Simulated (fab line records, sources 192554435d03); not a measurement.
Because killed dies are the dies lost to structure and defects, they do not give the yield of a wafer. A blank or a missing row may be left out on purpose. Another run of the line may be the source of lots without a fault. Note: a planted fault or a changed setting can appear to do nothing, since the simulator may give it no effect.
Chamber matching :: flow n5Finfet :: 3 sister chambers for N5_BEOL_M1_DEP_57 on pecvd-03
The step deposits SiCN from 3MS/NH3, target thk 8 nm, time 14 s. 16 wafers are shown with their chamber, then 8 later ones without.

== WAFERS WITH THEIR CHAMBER ==
wafer: L586.1
chamber: 0
throttleValvePct (%): 9.5
showerheadPlenumPTorr (Torr): 3.651

wafer: L586.4
chamber: 2
throttleValvePct (%): 8.1
showerheadPlenumPTorr (Torr): 3.691

wafer: L586.5
chamber: 1
throttleValvePct (%): 9.3
showerheadPlenumPTorr (Torr): 3.660

wafer: L587.2
chamber: 2
throttleValvePct (%): 8.3
showerheadPlenumPTorr (Torr): 3.678

wafer: L587.3
chamber: 0
throttleValvePct (%): 9.4
showerheadPlenumPTorr (Torr): 3.665

wafer: L587.6
chamber: 0
throttleValvePct (%): 9.4
showerheadPlenumPTorr (Torr): 3.650

wafer: L590.1
chamber: 2
throttleValvePct (%): 8.4
showerheadPlenumPTorr (Torr): 3.681

wafer: L590.3
chamber: 0
throttleValvePct (%): 9.2
showerheadPlenumPTorr (Torr): 3.656

wafer: L590.5
chamber: 1
throttleValvePct (%): 9.2
showerheadPlenumPTorr (Torr): 3.675

wafer: L591.2
chamber: 1
throttleValvePct (%): 9.1
showerheadPlenumPTorr (Torr): 3.662

wafer: L591.3
chamber: 0
throttleValvePct (%): 9.6
showerheadPlenumPTorr (Torr): 3.647

wafer: L591.4
chamber: 0
throttleValvePct (%): 9.3
showerheadPlenumPTorr (Torr): 3.650

wafer: L592.1
chamber: 2
throttleValvePct (%): 8.3
showerheadPlenumPTorr (Torr): 3.678

wafer: L592.3
chamber: 0
throttleValvePct (%): 9.8
showerheadPlenumPTorr (Torr): 3.659

wafer: L592.6
chamber: 2
throttleValvePct (%): 8.4
showerheadPlenumPTorr (Torr): 3.685

wafer: L594.3
chamber: 1
throttleValvePct (%): 9.1
showerheadPlenumPTorr (Torr): 3.660

SIGNATURES, as means of the wafers listed above
reading: throttleValvePct
chamber 0: 9.457
chamber 1: 9.175
chamber 2: 8.300
scatter within a chamber: 0.158

reading: showerheadPlenumPTorr
chamber 0: 3.65400
chamber 1: 3.66425
chamber 2: 3.68260
scatter within a chamber: 0.00631
Rule: a wafer lies at a distance from a chamber equal to the root of the sum of squares, over the readings, of (its reading less the chamber's mean, divided by the reading's scatter). If the next closest chamber is less than 2 further off than the closest, the wafer can't be placed; otherwise it belongs to the closest. How the scatter is found: for the shown wafers, subtract from each reading the mean of its chamber, square and add these, divide the total by (wafers less chambers), then take the root.

== WAFERS MISSING THEIR CHAMBER ==
wafer: L594.4
throttleValvePct (%): 8.5
showerheadPlenumPTorr (Torr): 3.680

wafer: L594.5
throttleValvePct (%): 8.7
showerheadPlenumPTorr (Torr): 3.666

wafer: L607.1
throttleValvePct (%): 9.0
showerheadPlenumPTorr (Torr): 3.669

wafer: L607.4
throttleValvePct (%): 9.5
showerheadPlenumPTorr (Torr): 3.664

wafer: L607.5
throttleValvePct (%): 9.3
showerheadPlenumPTorr (Torr): 3.673

wafer: L608.1
throttleValvePct (%): 9.2
showerheadPlenumPTorr (Torr): 3.669

wafer: L608.4
throttleValvePct (%): 9.5
showerheadPlenumPTorr (Torr): 3.651

wafer: L608.6
throttleValvePct (%): 8.6
showerheadPlenumPTorr (Torr): 3.682

== CHAMBER TAKEN BY EACH ==
wafer: L594.4
from the rows above: 2
in truth: 2

wafer: L594.5
from the rows above: can't be placed: 1 or 2
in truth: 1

wafer: L607.1
from the rows above: 1
in truth: 1

wafer: L607.4
from the rows above: can't be placed: 0 or 1
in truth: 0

wafer: L607.5
from the rows above: can't be placed: 1 or 0
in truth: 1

wafer: L608.1
from the rows above: 1
in truth: 1

wafer: L608.4
from the rows above: 0
in truth: 0

wafer: L608.6
from the rows above: 2
in truth: 2
5 of 8 placed correctly. These rows do not allow placing 3 (true chamber among the candidates in 3). Placed wrongly: 0.
